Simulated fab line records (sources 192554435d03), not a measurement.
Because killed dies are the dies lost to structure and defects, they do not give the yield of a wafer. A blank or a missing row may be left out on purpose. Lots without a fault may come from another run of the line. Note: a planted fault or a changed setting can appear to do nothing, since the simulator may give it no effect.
Chamber matching | flow n5_finfet | ald_metal-04 running N5_BEOL_M7_ALD_77: 4 sister chambers
The step deposits TaN, target thk 2 nm, pulse time 2 s, purge time 3 s. 8 wafers are shown with their chamber, then 11 later ones without.

== WAFERS, EACH WITH ITS CHAMBER ==
wafer  | chamber | heater_power_w (W) | chamber_pressure_Torr (Torr)
L079.6 | 2       | 421                | 2.996
L082.2 | 3       | 388                | 2.986
L083.1 | 0       | 342                | 3.001
L083.5 | 1       | 441                | 3.000
L084.1 | 0       | 340                | 2.995
L084.5 | 2       | 434                | 3.010
L084.6 | 1       | 441                | 3.008
L086.1 | 3       | 392                | 2.991

== WAFERS WITHOUT THEIR CHAMBER ==
wafer  | heater_power_w (W) | chamber_pressure_Torr (Torr)
L086.2 | 416                | 2.999
L086.4 | 351                | 3.010
L089.1 | 394                | 3.001
L089.3 | 430                | 2.996
L089.4 | 433                | 2.998
L091.1 | 346                | 2.994
L091.2 | 433                | 2.992
L091.4 | 443                | 3.002
L096.1 | 421                | 3.006
L096.5 | 335                | 2.999
L096.6 | 360                | 3.014

== CHAMBER TAKEN BY EACH ==
wafer  | from the rows above     | in truth
L086.2 | 2                       | 2
L086.4 | 0                       | 0
L089.1 | 3                       | 3
L089.3 | can't be placed: 2 or 1 | 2
L089.4 | can't be placed: 2 or 1 | 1
L091.1 | 0                       | 0
L091.2 | can't be placed: 2 or 1 | 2
L091.4 | 1                       | 1
L096.1 | 2                       | 2
L096.5 | 0                       | 0
L096.6 | 0                       | 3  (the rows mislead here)
Correctly placed: 7 of 11. Unplaceable from these rows: 3, with the true chamber sitting among the candidates in 3. Number placed wrongly: 1.
How it was worked out, from the rows above alone: a wafer's distance from a chamber is the root of the sum, over the readings, of the square of ((its reading less the chamber's mean) divided by the reading's scatter). If the next closest chamber is less than 2 further off than the closest, the wafer can't be placed; otherwise it belongs to the closest. Each chamber's mean is taken over the wafers shown for it. The scatter is the square root of a quotient: the sum, over the shown wafers, of each reading's squared deviation from its chamber's mean, divided by wafers minus chambers.
